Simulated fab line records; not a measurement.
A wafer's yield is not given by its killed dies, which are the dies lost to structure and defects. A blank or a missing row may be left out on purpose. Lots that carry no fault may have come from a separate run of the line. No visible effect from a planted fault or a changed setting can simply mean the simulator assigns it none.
8D (eight disciplines) problem report, filled in by code :: flow n5-finfet :: the parts of the form that need people (team, actions taken, sign-off) are left out

== 1. THE PROBLEM ==
Wafers without a fault read 1.5001e+13, standard deviation 1.7e+10; dose-ions-cm2 at N5_WELL_APT_IMPLANT_15 reads a mean of 1.3292e+13 on 9 wafers belonging to 3 lots. So: -99 or more standard deviations from the usual mean.
Earliest sighting: wafer L631.1 on implanter-02 at day 2 20:04. The record has a number at this step for 39 wafers belonging to 13 lots. Rule for "out", or "out of limits": more than 4 standard deviations from the usual mean. The rest of the wafers with a number are treated as sound.

== 2. WHAT IT IS; WHAT IT IS NOT ==
question: which readings at this step
is: dose-ions-cm2, faraday-current-uA
is not: beam-on-s, end-station-pressure-torr, tilt-deg

question: which lots
is: L631, L632, L634
is not: L626, L627, L629, L630, L635, L637, L645, L647, L648, L649

question: which wafers of those lots
is: all that have a number
is not: -

question: read on which tools
is: implanter-02
is not: implanter-01

question: when
is: from day 2 20:04
is not: up to then (12 sound wafers); but 18 sound wafers of L635, L637, L645, L647, L648, L649 came after

== 3. WHAT RULES OUT EACH SUSPECT ==
Counting: a tool at a process step up to the reading stays a suspect if it ran every lot that is out and no sound lot after the first of them.
- implanter-02 at N5_WELL_APT_IMPLANT_15: kept. It processed each lot that is out, first L631 at day 2 20:04, and no sound lot thereafter; up to then, the last sound lot it processed was L630 at day 2 14:12. On those wafers its own readings are out: dose-ions-cm2, faraday-current-uA.
The count leaves implanter-02 at N5_WELL_APT_IMPLANT_15.

== 4. THE CAUSE (what the simulator had put in) ==
Drift in process parameters on implanter-02 at N5_WELL_APT_IMPLANT_15, starting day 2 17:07. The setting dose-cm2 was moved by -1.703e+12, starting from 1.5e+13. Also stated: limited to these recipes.
The count eliminated every tool but this one.

== 5. THE CHAIN OF EFFECTS, in route order ==
Rows list readings where the struck wafers' mean (over those with a number) sits beyond 3 standard deviations from the usual. Scope: only readings with a usual standard deviation given in the record; hours: median across lots of the time from each lot's start at the first step in this table that gives one to its start at this step; sigmas: change in usual standard deviations.
hours: 0
step: N5_WELL_APT_IMPLANT_15
reading: dose-ions-cm2
usual: 1.5001e+13
on struck wafers: 1.3292e+13
change: -1.7089e+12
sigmas: -99 or more

hours: 0
step: N5_WELL_APT_IMPLANT_15
reading: faraday-current-uA
usual: 190
on struck wafers: 169
change: -21
sigmas: -5.7
It contains these process steps:
- N5_WELL_APT_IMPLANT_15
Later measuring or inspecting steps at which every struck wafer that the step has a row for has a number for every such reading, and none has moved that far: N5_WELL_APT_OVL_MEAS_26.

== 6. WHAT WOULD HAVE CAUGHT IT SOONER ==
3 hours passed between the start of the fault at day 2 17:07 and the first reading out of limits in this record, taken at day 2 20:04.
